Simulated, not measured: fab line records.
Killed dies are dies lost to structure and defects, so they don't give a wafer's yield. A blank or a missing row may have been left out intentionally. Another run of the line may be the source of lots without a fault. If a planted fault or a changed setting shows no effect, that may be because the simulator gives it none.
fab line records	flow n5_finfet
record: lots: 7	wafers: 21	last_day: 17
route steps=1938 shown BEOL_M1@811 BEOL_M4@1111
lots that met no fault: from a run of the same line without faults
start_h: start of the lot's first displayed wafer, in hours after the record's first day	wait_h: hours from the lot's prior step to this one	" unchanged from the row above	L1.1+2: a single row standing in for several wafers	- no value present, or no start provided	* or withheld: withheld	< > ~ a bound
route shown NAME@n: a module of which the file shows steps, and the number in the route of the first	usual: the fault-free wafers' mean and standard deviation	same: alike in all rows	chamber/n: place in a boat	sites: per-site readings	_std_site: the values' standard deviation	_edge_site: outer sites' mean less inner sites'	radius_mm: for every site, how far away it sits from the centre of the wafer	mask NAME#n: copy n	behind: the tool/chamber that last shaped the wafer	hold: reason for holding the lot/hours on hold/outcome of the hold	device: transistor that didn't switch, given as n, p or np	end of line: tests of these same wafers at the route's end	where a step has no rows: the recipe by itself	killed: the dies lost at the first sort to structure and to defects; this is not the yield of the wafer	map: the dies of a wafer, with x for killed, . for not killed, _ for no die there
set.NAME: the run value of the setting; set.NAME@STEP: its run value at that earlier step	model.NAME: the simulator's own value behind a step, which no gauge read
lots at some steps of the route; a table a step, a row a wafer
services: the hour from which a tool's chamber was out of use, counted from the record's first day as start_h (under 0 if before that day), plus the number of hours and why
== steps ==
step: N5_BEOL_M1_ALD_84
recipe: material: TaN	target_thk_a: *	temp_c: 275	ald_precursor_family: PDMAT	ald_co_reactant: NH3	pressure_torr: 3	carrier_flow_sccm: 1500	pulse_time_s: 2	purge_time_s: 3	co_reactant_purge_time_s: 2	co_reactant_pulse_time_s: 3	ald_cycles: 30	precursor_vessel_temp_c: 75	precursor_vessel_pressure_torr: 26.25	precursor_vessel_carrier_sccm: 1000
usual: heater_power_w: 419/45
lot.wafer	tool	chamber	start_h	wait_h	heater_power_w
L349.2	ald_metal-02	0	141.00	0.0	360
L349.3	"	1	"	"	401
L349.5	"	0	"	"	361
L350.2	ald_metal-02	0	144.59	0.1	356
L350.4	"	3	"	"	480
L350.5	"	3	"	"	493
L351.2	ald_metal-02	1	152.81	0.1	414
L351.4	"	2	"	"	416
L351.6	"	1	"	"	411
L352.3	ald_metal-01	3	159.28	0.1	453
L352.5	"	2	"	"	461
L352.6	"	3	"	"	467
L357.1	ald_metal-01	0	204.91	0.1	412
L357.4	"	2	"	"	467
L357.5	"	2	"	"	465
L363.1	ald_metal-01	2	224.98	0.0	477
L363.5	"	3	"	"	456
L363.6	"	0	"	"	408
L368.4	ald_metal-01	3	269.04	0.1	465
L368.5	"	2	"	"	467
L368.6	"	1	"	"	344
step: N5_BEOL_M1_SURFACE_TREAT_85
recipe: gas: Ar	time_s: *	ion_energy_ev: *	ion_current_ma_cm2: 0.5	pressure_mtorr: *	ar_flow_sccm: 30
step: N5_BEOL_M1_CVD_47
recipe: material: Co	target_thk_a: 30	temp_c: withheld	precursor: CCTBA/H2	pressure_torr: 30	time_s: 223.8
step: N5_BEOL_M1_SPUTTER_48
recipe: material: Cu	target_thk_a: 45	temp_c: -20	chamber_pressure_pa: 0.07	power_w: withheld	time_s: 8.29
step: N5_BEOL_M1_ANNEAL_49
recipe: temp_c: 400	time_s: 240	ambient: vacuum
step: N5_BEOL_M1_SPUTTER_79
recipe: material: Cu	target_thk_a: 45	temp_c: -20	chamber_pressure_pa: 0.07	power_w: withheld	time_s: 8.29
step: N5_BEOL_M1_ANNEAL_80
recipe: temp_c: 400	time_s: 240	ambient: vacuum
step: N5_BEOL_M1_SPUTTER_81
recipe: material: Cu	target_thk_a: 45	temp_c: -20	chamber_pressure_pa: 0.07	power_w: withheld	time_s: 8.29
step: N5_BEOL_M1_ANNEAL_82
recipe: temp_c: 400	time_s: 240	ambient: vacuum
usual: heater_power_w: 847/85	susceptor_temp_C: 399.98/0.23
lot.wafer	tool	chamber	start_h	wait_h	heater_power_w	susceptor_temp_C
L349.2	pvd_sputter-02	-	142.05	0.0	894	399.64
L349.3	"	-	"	"	855	399.95
L349.5	"	-	"	"	882	399.59
L350.2	pvd_sputter-01	-	145.59	0.0	722	399.86
L350.4	"	-	"	"	729	399.55
L350.5	"	-	"	"	715	399.69
L351.2	pvd_sputter-02	-	153.83	0.0	826	400.37
L351.4	"	-	"	"	790	399.84
L351.6	"	-	"	"	758	399.88
L352.3	pvd_sputter-01	-	160.42	0.0	726	399.98
L352.5	"	-	"	"	755	399.80
L352.6	"	-	"	"	900	400.28
L357.1	pvd_sputter-01	-	206.24	0.0	846	400.04
L357.4	"	-	"	"	923	399.79
L357.5	"	-	"	"	757	400.19
L363.1	pvd_sputter-01	-	226.47	0.0	742	399.99
L363.5	"	-	"	"	751	399.92
L363.6	"	-	"	"	829	400.49
L368.4	pvd_sputter-01	-	270.00	0.0	760	400.39
L368.5	"	-	"	"	701	399.87
L368.6	"	-	"	"	937	400.04
step: N5_BEOL_M1_SPUTTER_86
recipe: material: Cu	target_thk_a: 45	temp_c: -20	chamber_pressure_pa: 0.07	power_w: withheld	time_s: 8.29
usual: chuck_sensor_temp_C: -16.0/0.43	throttle_valve_pct: 30.2/1.3
lot.wafer	tool	chamber	start_h	wait_h	chuck_sensor_temp_C	throttle_valve_pct
L349.2	pvd_sputter-02	-	142.19	0.1	-15.1	30.0
L349.3	"	-	"	"	-16.2	27.9
L349.5	"	-	"	"	-15.4	30.0
L350.2	pvd_sputter-01	-	145.73	0.1	-16.3	29.3
L350.4	"	-	"	"	-16.2	31.2
L350.5	"	-	"	"	-16.3	31.1
L351.2	pvd_sputter-02	-	153.97	0.1	-16.0	27.8
L351.4	"	-	"	"	-16.1	31.6
L351.6	"	-	"	"	-15.9	31.1
L352.3	pvd_sputter-01	-	160.56	0.1	-16.0	30.9
L352.5	"	-	"	"	-16.3	29.0
L352.6	"	-	"	"	-15.9	29.9
L357.1	pvd_sputter-01	-	206.38	0.1	-16.0	31.4
L357.4	"	-	"	"	-16.2	30.1
L357.5	"	-	"	"	-16.4	28.7
L363.1	pvd_sputter-01	-	226.61	0.1	-16.3	31.1
L363.5	"	-	"	"	-16.5	28.9
L363.6	"	-	"	"	-16.1	31.2
L368.4	pvd_sputter-01	-	270.14	0.1	-16.5	29.4
L368.5	"	-	"	"	-16.2	31.1
L368.6	"	-	"	"	-16.2	29.8
step: N5_BEOL_M1_ANNEAL_87
recipe: temp_c: 400	time_s: 240	ambient: vacuum
step: N5_BEOL_M1_SPUTTER_88
recipe: material: Cu	target_thk_a: 45	temp_c: -20	chamber_pressure_pa: 0.07	power_w: withheld	time_s: 8.29
usual: chuck_sensor_temp_C: -16.0/0.44	throttle_valve_pct: 30.2/1.3
lot.wafer	tool	chamber	start_h	wait_h	chuck_sensor_temp_C	throttle_valve_pct
L349.2	pvd_sputter-02	-	142.41	0.1	-15.3	30.2
L349.3	"	-	"	"	-16.1	27.6
L349.5	"	-	"	"	-15.3	29.8
L350.2	pvd_sputter-01	-	145.95	0.1	-16.4	29.0
L350.4	"	-	"	"	-16.5	31.4
L350.5	"	-	"	"	-16.2	31.4
L351.2	pvd_sputter-02	-	154.19	0.1	-15.8	27.8
L351.4	"	-	"	"	-16.1	31.4
L351.6	"	-	"	"	-16.0	31.0
L352.3	pvd_sputter-01	-	160.78	0.1	-16.2	31.4
L352.5	"	-	"	"	-16.6	29.1
L352.6	"	-	"	"	-15.9	30.0
L357.1	pvd_sputter-01	-	206.60	0.1	-15.9	31.3
L357.4	"	-	"	"	-16.0	29.9
L357.5	"	-	"	"	-16.5	29.1
L363.1	pvd_sputter-01	-	226.83	0.1	-16.2	30.9
L363.5	"	-	"	"	-16.4	28.9
L363.6	"	-	"	"	-16.0	31.7
L368.4	pvd_sputter-01	-	270.36	0.1	-16.1	29.0
L368.5	"	-	"	"	-15.9	31.4
L368.6	"	-	"	"	-16.2	29.9
step: N5_BEOL_M1_ANNEAL_89
recipe: temp_c: 400	time_s: 240	ambient: vacuum
usual: heater_power_w: 845/85	susceptor_temp_C: 400.00/0.21
lot.wafer	tool	chamber	start_h	wait_h	heater_power_w	susceptor_temp_C
L349.2	pvd_sputter-02	-	142.49	0.0	898	399.97
L349.3	"	-	"	"	870	399.66
L349.5	"	-	"	"	897	400.19
L350.2	pvd_sputter-01	-	146.03	0.0	-	-
L350.4	"	-	"	"	-	-
L350.5	"	-	"	"	-	-
L351.2	pvd_sputter-02	-	154.27	0.0	-	-
L351.4	"	-	"	"	-	-
L351.6	"	-	"	"	-	-
L352.3	pvd_sputter-01	-	160.86	0.0	-	-
L352.5	"	-	"	"	-	-
L352.6	"	-	"	"	-	-
L357.1	pvd_sputter-01	-	206.68	0.0	839	399.77
L357.4	"	-	"	"	906	400.26
L357.5	"	-	"	"	744	399.59
L363.1	pvd_sputter-01	-	226.91	0.0	736	400.09
L363.5	"	-	"	"	749	399.99
L363.6	"	-	"	"	832	400.08
L368.4	pvd_sputter-01	-	270.44	0.0	728	399.88
L368.5	"	-	"	"	735	399.77
L368.6	"	-	"	"	912	399.51
step: N5_BEOL_M1_SPUTTER_90
recipe: material: Cu	target_thk_a: 45	temp_c: -20	chamber_pressure_pa: 0.07	power_w: withheld	time_s: 8.29
usual: chuck_sensor_temp_C: -16.0/0.43	throttle_valve_pct: 30.2/1.3
lot.wafer	tool	chamber	start_h	wait_h	chuck_sensor_temp_C	throttle_valve_pct
L349.2	pvd_sputter-02	-	142.63	0.1	-15.2	30.0
L349.3	"	-	"	"	-16.0	27.9
L349.5	"	-	"	"	-15.2	30.0
L350.2	pvd_sputter-01	-	146.17	0.1	-16.3	29.0
L350.4	"	-	"	"	-16.3	31.2
L350.5	"	-	"	"	-16.3	31.2
L351.2	pvd_sputter-02	-	154.41	0.1	-16.1	27.7
L351.4	"	-	"	"	-16.2	31.6
L351.6	"	-	"	"	-15.8	31.3
L352.3	pvd_sputter-01	-	161.00	0.1	-16.4	31.0
L352.5	"	-	"	"	-16.3	29.0
L352.6	"	-	"	"	-16.2	30.1
L357.1	pvd_sputter-01	-	206.82	0.1	-16.0	31.3
L357.4	"	-	"	"	-16.0	29.9
L357.5	"	-	"	"	-16.4	29.0
L363.1	pvd_sputter-01	-	227.05	0.1	-16.3	31.3
L363.5	"	-	"	"	-16.5	28.9
L363.6	"	-	"	"	-16.1	31.3
L368.4	pvd_sputter-01	-	270.58	0.1	-16.3	28.9
L368.5	"	-	"	"	-16.1	31.2
L368.6	"	-	"	"	-16.2	30.0
step: N5_BEOL_M4_RC_MEAS_101
usual: DIBL_N: 36.2/1.7	DIBL_P: 36.2/2.2	IOFF_N: 0.16/0.035	IOFF_P: 0.21/0.042	ION_N: 673/13	ION_P: 462/7.9	SS_N: 71.4/0.59	SS_P: 73.2/0.7	VT_N: 250/3.6	VT_P: -251/3.5
lot.wafer	tool	chamber	start_h	wait_h	DIBL_N[mV/V]	DIBL_P[mV/V]	IOFF_N[nA/um]	IOFF_P[nA/um]	ION_N[uA/um]	ION_P[uA/um]	SS_N[mV/dec]	SS_P[mV/dec]	VT_N[mV]	VT_P[mV]
L349.2	prober-02	0	175.38	0.2	35.7	38.2	0.20	0.28	691	470	71.4	74.0	244	-242
L349.3	"	0	"	"	35.8	37.6	0.19	0.26	680	466	71.3	73.5	248	-243
L349.5	"	0	"	"	36.6	38.1	0.21	0.26	701	472	72.2	74.1	245	-246
L350.2	prober-02	0	178.33	0.2	35.6	35.1	0.16	0.21	672	465	70.8	73.2	249	-251
L350.4	"	0	"	"	33.1	32.7	0.11	0.16	654	456	70.4	72.1	255	-253
L350.5	"	0	"	"	35.7	36.2	0.16	0.23	674	462	71.2	73.7	247	-248
L351.2	prober-01	0	188.80	0.2	39.6	38.3	0.23	0.27	694	476	72.3	74.5	244	-246
L351.4	"	0	"	"	35.0	34.4	0.12	0.20	647	460	71.2	72.3	253	-250
L351.6	"	0	"	"	39.2	39.1	0.21	0.30	688	468	72.3	74.3	246	-245
L352.3	prober-01	0	196.63	0.3	35.3	36.4	0.14	0.18	661	445	71.4	72.7	250	-253
L352.5	"	0	"	"	35.8	37.2	0.17	0.19	664	454	71.8	73.8	250	-253
L352.6	"	0	"	"	35.0	36.2	0.15	0.19	660	452	71.3	73.7	249	-252
L357.1	prober-01	0	240.13	0.0	35.8	35.0	0.14	0.20	668	462	71.3	72.7	250	-251
L357.4	"	0	"	"	37.8	38.1	0.20	0.25	690	469	72.2	73.8	245	-249
L357.5	"	0	"	"	36.3	36.6	0.17	0.23	689	469	70.8	73.9	249	-249
L363.1	prober-02	0	276.94	0.0	35.1	35.7	0.15	0.21	662	457	71.4	72.8	250	-249
L363.5	"	0	"	"	34.8	35.5	0.15	0.21	669	461	71.2	72.5	249	-251
L363.6	"	0	"	"	37.0	37.2	0.18	0.24	681	465	71.5	73.2	247	-249
L368.4	prober-02	0	304.08	0.5	35.5	34.0	0.13	0.18	673	461	70.5	72.0	252	-250
L368.5	"	0	"	"	36.7	36.2	0.15	0.22	663	464	70.8	73.2	249	-248
L368.6	"	0	"	"	33.2	31.4	0.10	0.15	646	458	70.2	71.6	259	-254
== services ==
tool	chamber	start_h	hours	kind
ald_metal-02	-	154.11	1.4	repair
ald_metal-02	-	182.34	0.3	repair
ald_metal-02	-	220.53	14.6	pm
ald_metal-02	1	241.83	1.8	repair
ald_metal-01	0	252.53	34.1	repair
ald_metal-01	-	257.65	6.0	pm
== key ==
first_sign: step: N5_BEOL_M1_ANNEAL_89	reading: tool_record	direction: missing
effect none on later readings
met_at N5_BEOL_M1_ANNEAL_89
struck_wafers L350.2,L350.4,L350.5,L351.2,L351.4,L351.6,L352.3,L352.5,L352.6
onset_between 142.49 146.03
fault: kind: skipped_step_whole	tool: pvd_sputter-01,pvd_sputter-02	chamber: -	onset_h: 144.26	steps: N5_BEOL_M1_ANNEAL_89	scope: struck_lots_only
